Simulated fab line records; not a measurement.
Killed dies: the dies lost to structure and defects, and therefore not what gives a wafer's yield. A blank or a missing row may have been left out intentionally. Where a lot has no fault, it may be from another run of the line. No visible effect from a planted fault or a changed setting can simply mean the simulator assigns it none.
Chamber matching || flow n5Finfet || 4 sister chambers for N5_BEOL_M14_DESCUM_15 on rieDiel-06
The step chemistry O2, time 7.9 s. 16 wafers are shown with their chamber, then 8 later ones without.

== WAFERS PAIRED WITH THEIR CHAMBERS ==
{"wafer": "L078.1", "chamber": 2, "drypumpMotorCurrentA (A)": 5.4, "showerheadPlenumPTorr (Torr)": 2.20, "throttleValvePct (%)": 19.96}
{"wafer": "L078.3", "chamber": 0, "drypumpMotorCurrentA (A)": 5.8, "showerheadPlenumPTorr (Torr)": 2.07, "throttleValvePct (%)": 20.40}
{"wafer": "L078.5", "chamber": 1, "drypumpMotorCurrentA (A)": 5.3, "showerheadPlenumPTorr (Torr)": 2.16, "throttleValvePct (%)": 20.79}
{"wafer": "L081.3", "chamber": 2, "drypumpMotorCurrentA (A)": 5.4, "showerheadPlenumPTorr (Torr)": 2.20, "throttleValvePct (%)": 19.96}
{"wafer": "L081.5", "chamber": 3, "drypumpMotorCurrentA (A)": 4.9, "showerheadPlenumPTorr (Torr)": 2.03, "throttleValvePct (%)": 20.52}
{"wafer": "L081.6", "chamber": 0, "drypumpMotorCurrentA (A)": 5.8, "showerheadPlenumPTorr (Torr)": 2.06, "throttleValvePct (%)": 20.42}
{"wafer": "L084.1", "chamber": 3, "drypumpMotorCurrentA (A)": 4.9, "showerheadPlenumPTorr (Torr)": 2.03, "throttleValvePct (%)": 20.55}
{"wafer": "L084.2", "chamber": 2, "drypumpMotorCurrentA (A)": 5.4, "showerheadPlenumPTorr (Torr)": 2.19, "throttleValvePct (%)": 19.98}
{"wafer": "L084.5", "chamber": 1, "drypumpMotorCurrentA (A)": 5.3, "showerheadPlenumPTorr (Torr)": 2.15, "throttleValvePct (%)": 20.82}
{"wafer": "L091.2", "chamber": 0, "drypumpMotorCurrentA (A)": 5.8, "showerheadPlenumPTorr (Torr)": 2.06, "throttleValvePct (%)": 20.00}
{"wafer": "L091.4", "chamber": 0, "drypumpMotorCurrentA (A)": 5.8, "showerheadPlenumPTorr (Torr)": 2.06, "throttleValvePct (%)": 20.00}
{"wafer": "L091.5", "chamber": 1, "drypumpMotorCurrentA (A)": 5.3, "showerheadPlenumPTorr (Torr)": 2.15, "throttleValvePct (%)": 20.85}
{"wafer": "L090.1", "chamber": 1, "drypumpMotorCurrentA (A)": 5.4, "showerheadPlenumPTorr (Torr)": 2.15, "throttleValvePct (%)": 20.84}
{"wafer": "L090.3", "chamber": 2, "drypumpMotorCurrentA (A)": 5.4, "showerheadPlenumPTorr (Torr)": 2.19, "throttleValvePct (%)": 20.00}
{"wafer": "L090.6", "chamber": 2, "drypumpMotorCurrentA (A)": 5.4, "showerheadPlenumPTorr (Torr)": 2.19, "throttleValvePct (%)": 19.99}
{"wafer": "L093.1", "chamber": 2, "drypumpMotorCurrentA (A)": 5.4, "showerheadPlenumPTorr (Torr)": 2.19, "throttleValvePct (%)": 20.00}

SIGNATURES, as means of the wafers listed above
{"reading": "drypumpMotorCurrentA", "chamber 0": 5.800, "chamber 1": 5.325, "chamber 2": 5.400, "chamber 3": 4.900, "scatter within a chamber": 0.025}
{"reading": "showerheadPlenumPTorr", "chamber 0": 2.0625, "chamber 1": 2.1525, "chamber 2": 2.1933, "chamber 3": 2.0300, "scatter within a chamber": 0.00486}
{"reading": "throttleValvePct", "chamber 0": 20.2050, "chamber 1": 20.8250, "chamber 2": 19.9817, "chamber 3": 20.5350, "scatter within a chamber": 0.12}
Rule: a wafer's distance from a chamber is the root of the sum, over the readings, of the square of ((its reading less the chamber's mean) divided by the reading's scatter). If the next closest chamber is less than 2 further off than the closest, the wafer can't be placed; otherwise it belongs to the closest. How the scatter is found: for the shown wafers, subtract from each reading the mean of its chamber, square and add these, divide the total by (wafers less chambers), then take the root.

== WAFERS WITH NO CHAMBER GIVEN ==
{"wafer": "L093.4", "drypumpMotorCurrentA (A)": 5.4, "showerheadPlenumPTorr (Torr)": 2.19, "throttleValvePct (%)": 20.00}
{"wafer": "L093.6", "drypumpMotorCurrentA (A)": 4.9, "showerheadPlenumPTorr (Torr)": 2.02, "throttleValvePct (%)": 20.57}
{"wafer": "L095.3", "drypumpMotorCurrentA (A)": 5.4, "showerheadPlenumPTorr (Torr)": 2.14, "throttleValvePct (%)": 20.41}
{"wafer": "L095.5", "drypumpMotorCurrentA (A)": 4.9, "showerheadPlenumPTorr (Torr)": 2.02, "throttleValvePct (%)": 20.59}
{"wafer": "L095.6", "drypumpMotorCurrentA (A)": 5.8, "showerheadPlenumPTorr (Torr)": 2.05, "throttleValvePct (%)": 20.01}
{"wafer": "L097.3", "drypumpMotorCurrentA (A)": 5.4, "showerheadPlenumPTorr (Torr)": 2.18, "throttleValvePct (%)": 20.02}
{"wafer": "L097.4", "drypumpMotorCurrentA (A)": 4.9, "showerheadPlenumPTorr (Torr)": 2.02, "throttleValvePct (%)": 20.60}
{"wafer": "L097.5", "drypumpMotorCurrentA (A)": 5.8, "showerheadPlenumPTorr (Torr)": 2.05, "throttleValvePct (%)": 20.01}

== EACH ONE'S CHAMBER ==
{"wafer": "L093.4", "from the rows above": 2, "in truth": 2}
{"wafer": "L093.6", "from the rows above": 3, "in truth": 3}
{"wafer": "L095.3", "from the rows above": 1, "in truth": 1}
{"wafer": "L095.5", "from the rows above": 3, "in truth": 3}
{"wafer": "L095.6", "from the rows above": 0, "in truth": 0}
{"wafer": "L097.3", "from the rows above": 2, "in truth": 2}
{"wafer": "L097.4", "from the rows above": 3, "in truth": 3}
{"wafer": "L097.5", "from the rows above": 0, "in truth": 0}
Correctly placed: 8 of 8. Not placeable from these rows: 0. Placed wrongly: 0.
